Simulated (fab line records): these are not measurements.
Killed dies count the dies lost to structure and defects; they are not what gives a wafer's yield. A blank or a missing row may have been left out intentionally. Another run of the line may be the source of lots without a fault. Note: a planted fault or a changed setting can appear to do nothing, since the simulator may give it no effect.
Which of the tools did it? | flow nand_harc | 72 wafers from 24 lots sampled at 5 of the route's 1302 steps

== WHAT THE GAUGES READ, wafer by wafer ==
NHARC_P_GATE_CD_MEAS_46 targets a cd of 720 nm. Usual: cd_nm reads 720 nm (standard deviation 3.2).
lot  | measured     | on        | cd_nm (nm)  | flag
L074 | day 5 10:41  | cd_sem-02 | 718 718 717 |
L075 | day 5 18:13  | cd_sem-01 | 724 723 721 |
L076 | day 6 10:38  | cd_sem-01 | 717 720 718 |
L077 | day 6 16:37  | cd_sem-03 | 719 719 714 |
L079 | day 7 15:08  | cd_sem-01 | 724 722 726 |
L078 | day 7 15:35  | cd_sem-01 | 715 715 717 |
L080 | day 8 09:43  | cd_sem-03 | 722 726 722 |
L081 | day 8 20:41  | cd_sem-03 | 720 722 723 |
L082 | day 8 20:53  | cd_sem-01 | 724 722 720 |
L083 | day 9 15:42  | cd_sem-03 | 716 715 716 |
L084 | day 9 23:31  | cd_sem-03 | 717 715 718 |
L085 | day 10 05:47 | cd_sem-01 | 717 716 720 |
L086 | day 10 11:47 | cd_sem-01 | 724 721 725 |
L087 | day 10 18:17 | cd_sem-03 | 720 717 724 |
L088 | day 11 12:51 | cd_sem-02 | 715 715 713 |
L089 | day 11 16:16 | cd_sem-02 | 721 721 722 |
L090 | day 12 13:02 | cd_sem-03 | 718 718 718 |
L091 | day 12 15:04 | cd_sem-03 | 716 717 716 |
L092 | day 13 07:21 | cd_sem-02 | 724 725 725 |
L093 | day 13 07:47 | cd_sem-03 | 715 718 714 |
L094 | day 13 22:05 | cd_sem-02 | 718 718 715 |
L095 | day 14 17:19 | cd_sem-01 | 724 722 721 |
L096 | day 15 04:24 | cd_sem-02 | 723 723 720 |
L097 | day 15 06:47 | cd_sem-03 | 723 719 723 |

NHARC_P_CONTACT_INSPECT_14. Usual: raw_defect_count reads 4.4 (standard deviation 2.5).
lot  | measured     | on                | raw_defect_count | flag
L074 | day 5 18:50  | defect_inspect-02 | 6 2 9            |
L075 | day 6 02:22  | defect_inspect-01 | 4 3 2            |
L076 | day 6 18:49  | defect_inspect-02 | 1 7 6            |
L077 | day 7 00:53  | defect_inspect-02 | 3 8 6            |
L079 | day 7 23:26  | defect_inspect-02 | 4 1 3            |
L078 | day 7 23:55  | defect_inspect-02 | 4 3 5            |
L080 | day 8 17:59  | defect_inspect-02 | 2 6 0            |
L081 | day 9 04:52  | defect_inspect-02 | 3 5 4            |
L082 | day 9 05:17  | defect_inspect-01 | 2 3 1            |
L083 | day 10 00:07 | defect_inspect-01 | 10 7 6           |
L084 | day 10 07:40 | defect_inspect-01 | 3 6 4            |
L085 | day 10 13:50 | defect_inspect-02 | 4 6 8            |
L086 | day 10 20:06 | defect_inspect-02 | 7 4 2            |
L087 | day 11 02:29 | defect_inspect-01 | 2 5 2            |
L088 | day 11 21:25 | defect_inspect-02 | 5 5 4            |
L089 | day 12 00:25 | defect_inspect-01 | 13 6 8           |
L090 | day 12 21:18 | defect_inspect-02 | 3 2 4            |
L091 | day 12 23:21 | defect_inspect-02 | 4 2 4            |
L092 | day 13 15:41 | defect_inspect-02 | 1 8 1            |
L093 | day 13 15:59 | defect_inspect-02 | 3 6 2            |
L094 | day 14 06:13 | defect_inspect-01 | 7 7 8            |
L095 | day 15 01:42 | defect_inspect-01 | 5 3 7            |
L096 | day 15 12:53 | defect_inspect-01 | 6 2 4            |
L097 | day 15 15:58 | defect_inspect-02 | 3 5 4            |

NHARC_P_CONTACT_INSPECT_27. Usual: raw_defect_count reads 287 (standard deviation 130).
lot  | measured     | on                | raw_defect_count | flag
L074 | day 5 21:59  | defect_inspect-01 | 276 251 299      |
L075 | day 6 05:29  | defect_inspect-01 | 276 545 459      |
L076 | day 6 21:59  | defect_inspect-01 | 318 212 214      |
L077 | day 7 04:01  | defect_inspect-01 | 215 219 199      |
L079 | day 8 02:37  | defect_inspect-01 | 388 417 523      |
L078 | day 8 03:06  | defect_inspect-02 | 140 174 278      |
L080 | day 8 21:10  | defect_inspect-01 | 138 428 172      |
L081 | day 9 08:01  | defect_inspect-01 | 238 238 311      |
L082 | day 9 08:26  | defect_inspect-01 | 451 361 579      |
L083 | day 10 03:15 | defect_inspect-02 | 239 227 589      |
L084 | day 10 10:56 | defect_inspect-01 | 248 224 296      |
L085 | day 10 16:58 | defect_inspect-02 | 305 369 204      |
L086 | day 10 23:46 | defect_inspect-01 | 218 239 509      |
L087 | day 11 05:41 | defect_inspect-02 | 448 302 247      |
L088 | day 12 00:34 | defect_inspect-01 | 219 234 222      |
L089 | day 12 03:42 | defect_inspect-01 | 501 443 502      |
L090 | day 13 00:29 | defect_inspect-02 | 228 254 159      |
L091 | day 13 02:58 | defect_inspect-02 | 395 202 314      |
L092 | day 13 18:50 | defect_inspect-02 | 251 148 266      |
L093 | day 13 19:07 | defect_inspect-02 | 93 179 128       |
L094 | day 14 09:22 | defect_inspect-01 | 374 166 210      |
L095 | day 15 04:50 | defect_inspect-01 | 258 325 240      |
L096 | day 15 16:12 | defect_inspect-01 | 175 265 131      |
L097 | day 15 19:16 | defect_inspect-02 | 215 188 97       |

== WHICH TOOL RAN EACH LOT (tool, then ch and the chambers of the sampled wafers, then the start) ==
lot  | NHARC_P_GATE_STRIP_111               | NHARC_P_CONTACT_STRIP_28
L074 | plasma_asher-01 ch 0,1, day 5 11:13  | rie_diel-05 ch 0,1,3, day 5 19:52
L075 | plasma_asher-01 ch 0,1, day 5 18:50  | rie_diel-12 ch 0,1,2, day 6 03:23
L076 | plasma_asher-02 ch 0,1, day 6 11:12  | rie_diel-12 ch 2,3, day 6 19:50
L077 | plasma_asher-01 ch 0,1, day 6 17:08  | rie_diel-01 ch 0,2,3, day 7 01:55
L079 | plasma_asher-02 ch 0,1, day 7 15:44  | rie_diel-01 ch 1,2,3, day 8 00:29
L078 | plasma_asher-01 ch 0,1, day 7 16:07  | rie_diel-05 ch 0,2, day 8 00:56
L080 | plasma_asher-01 ch 0,1, day 8 10:14  | rie_diel-01 ch 1,2,3, day 8 19:01
L081 | plasma_asher-01 ch 0,1, day 8 21:16  | rie_diel-01 ch 0,1,2, day 9 05:53
L082 | plasma_asher-02 ch 0,1, day 8 21:36  | rie_diel-01 ch 0,1,2, day 9 06:20
L083 | plasma_asher-02 ch 0,1, day 9 16:14  | rie_diel-01 ch 0,1,2, day 10 01:08
L084 | plasma_asher-01 ch 0,1, day 10 00:02 | rie_diel-01 ch 1,2,3, day 10 08:41
L085 | plasma_asher-02 ch 0,1, day 10 06:24 | rie_diel-12 ch 1,2, day 10 14:50
L086 | plasma_asher-02 ch 0,1, day 10 12:28 | rie_diel-12 ch 0,1,3, day 10 21:37
L087 | plasma_asher-01 ch 0,1, day 10 18:52 | rie_diel-01 ch 0,3, day 11 03:31
L088 | plasma_asher-01 ch 0, day 11 13:22   | rie_diel-01 ch 1,2,3, day 11 22:26
L089 | plasma_asher-01 ch 0,1, day 11 16:47 | rie_diel-01 ch 0,1,2, day 12 01:35
L090 | plasma_asher-02 ch 0,1, day 12 13:34 | rie_diel-01 ch 0,2,3, day 12 22:22
L091 | plasma_asher-01 ch 0,1, day 12 15:39 | rie_diel-01 ch 0,1,2, day 13 00:50
L092 | plasma_asher-01 ch 0,1, day 13 07:54 | rie_diel-01 ch 0,1,3, day 13 16:43
L093 | plasma_asher-02 ch 0,1, day 13 08:19 | rie_diel-01 ch 0,2,3, day 13 17:01
L094 | plasma_asher-02 ch 0, day 13 22:40   | rie_diel-01 ch 0,1, day 14 07:13
L095 | plasma_asher-01 ch 0,1, day 14 17:50 | rie_diel-12 ch 0,2,3, day 15 02:44
L096 | plasma_asher-01 ch 0,1, day 15 04:56 | rie_diel-01 ch 0,2, day 15 14:02
L097 | plasma_asher-02 ch 0,1, day 15 07:19 | rie_diel-01 ch 1,2,3, day 15 17:08
- NHARC_P_GATE_STRIP_111: strips in N2/H2, time 250 s.
- NHARC_P_CONTACT_STRIP_28: strips in O2.

== AS READ BY THE TOOLS THEMSELVES (means over the sampled wafers that have a number; for cases with no such wafer, the mark the record gives instead) ==
NHARC_P_GATE_STRIP_111. Usual: drypump_motor_current_A 6.0 A, standard deviation 0.32; heater_power_w 93 W, standard deviation 7.8.
lot  | tool            | drypump_motor_current_A (A) | heater_power_w (W) | flag
L074 | plasma_asher-01 | 5.8                         | 94                 |
L075 | plasma_asher-01 | 5.8                         | 95                 |
L076 | plasma_asher-02 | 6.2                         | 89                 |
L077 | plasma_asher-01 | 5.9                         | 95                 |
L079 | plasma_asher-02 | 6.3                         | 89                 |
L078 | plasma_asher-01 | 5.8                         | 94                 |
L080 | plasma_asher-01 | 5.9                         | 91                 |
L081 | plasma_asher-01 | 5.8                         | 94                 |
L082 | plasma_asher-02 | 5.9                         | 94                 |
L083 | plasma_asher-02 | 6.3                         | 89                 |
L084 | plasma_asher-01 | 5.9                         | 91                 |
L085 | plasma_asher-02 | 6.0                         | 95                 |
L086 | plasma_asher-02 | 6.3                         | 88                 |
L087 | plasma_asher-01 | 5.9                         | 94                 |
L088 | plasma_asher-01 | 6.0                         | 90                 |
L089 | plasma_asher-01 | 5.9                         | 90                 |
L090 | plasma_asher-02 | 6.2                         | 93                 |
L091 | plasma_asher-01 | 5.9                         | 91                 |
L092 | plasma_asher-01 | 5.9                         | 94                 |
L093 | plasma_asher-02 | 6.2                         | 96                 |
L094 | plasma_asher-02 | 5.7                         | 106                |
L095 | plasma_asher-01 | 5.8                         | 94                 |
L096 | plasma_asher-01 | 5.9                         | 91                 |
L097 | plasma_asher-02 | 5.9                         | 100                |

NHARC_P_CONTACT_STRIP_28. Usual: drypump_motor_current_A 5.8 A, standard deviation 0.54; oes_product_au 1.002 a.u., standard deviation 0.013; rf_vpp_V 57.8 V, standard deviation 0.86; showerhead_plenum_p_Torr 3.54 Torr, standard deviation 0.13; throttle_valve_pct 17.038 %, standard deviation 0.0083.
lot  | tool        | drypump_motor_current_A (A) | oes_product_au (a.u.) | rf_vpp_V (V) | showerhead_plenum_p_Torr (Torr) | throttle_valve_pct (%) | flag
L074 | rie_diel-05 | 6.1                         | 1.013                 | 58.0         | 3.64                            | 17.031                 |
L075 | rie_diel-12 | 5.9                         | 1.002                 | 57.3         | 3.62                            | 17.041                 |
L076 | rie_diel-12 | 5.7                         | 0.995                 | 57.9         | 3.61                            | 17.044                 |
L077 | rie_diel-01 | 5.6                         | 1.015                 | 57.5         | 3.49                            | 17.041                 |
L079 | rie_diel-01 | 6.1                         | 0.990                 | 57.7         | 3.52                            | 17.041                 |
L078 | rie_diel-05 | 5.6                         | 1.006                 | 57.4         | 3.54                            | 17.041                 |
L080 | rie_diel-01 | 6.1                         | 0.991                 | 57.4         | 3.52                            | 17.038                 |
L081 | rie_diel-01 | 5.6                         | 1.003                 | 57.8         | 3.49                            | 17.030                 |
L082 | rie_diel-01 | 5.6                         | 1.002                 | 58.2         | 3.49                            | 17.031                 |
L083 | rie_diel-01 | 5.6                         | 1.000                 | 57.1         | 3.49                            | 17.040                 |
L084 | rie_diel-01 | 6.1                         | 1.004                 | 58.1         | 3.52                            | 17.043                 |
L085 | rie_diel-12 | 5.8                         | 1.007                 | 58.4         | 3.72                            | 17.047                 |
L086 | rie_diel-12 | 5.8                         | 1.004                 | 57.7         | 3.59                            | 17.036                 |
L087 | rie_diel-01 | 5.3                         | 0.994                 | 57.9         | 3.56                            | 17.034                 |
L088 | rie_diel-01 | 6.1                         | 1.000                 | 57.0         | 3.52                            | 17.041                 |
L089 | rie_diel-01 | 5.5                         | 0.995                 | 57.8         | 3.49                            | 17.039                 |
L090 | rie_diel-01 | 5.6                         | 1.002                 | 57.8         | 3.49                            | 17.035                 |
L091 | rie_diel-01 | 5.6                         | 0.997                 | 57.5         | 3.49                            | 17.038                 |
L092 | rie_diel-01 | 5.8                         | 1.007                 | 58.2         | 3.59                            | 17.033                 |
L093 | rie_diel-01 | 5.6                         | 1.000                 | 57.8         | 3.49                            | 17.047                 |
L094 | rie_diel-01 | 5.8                         | 0.992                 | 58.0         | 3.60                            | 17.033                 |
L095 | rie_diel-12 | 5.8                         | 0.999                 | 58.8         | 3.56                            | 17.042                 |
L096 | rie_diel-01 | 5.0                         | 0.987                 | 56.9         | 3.46                            | 17.034                 |
L097 | rie_diel-01 | 6.1                         | 1.007                 | 58.0         | 3.52                            | 17.038                 |

== THE ANSWER, worked out from the rows above alone ==
Rule: lot off if the mean of its wafers having a number is beyond 3 standard deviations from the usual mean. A lot without any number at a reading at which 4 lots or more have one is off too. All remaining lots with rows at the step are treated as sound. After the gauges, taken in route order, come the tools' own readings; for these a lot's mean is taken, as printed above. The first step at which some lot is off is used, and at that step the reading that is off furthest; a lot without a number counts as furthest.
Nothing can be told from this: no lot is off at any reading shown.

== WHAT THE SIMULATOR PUT IN ==
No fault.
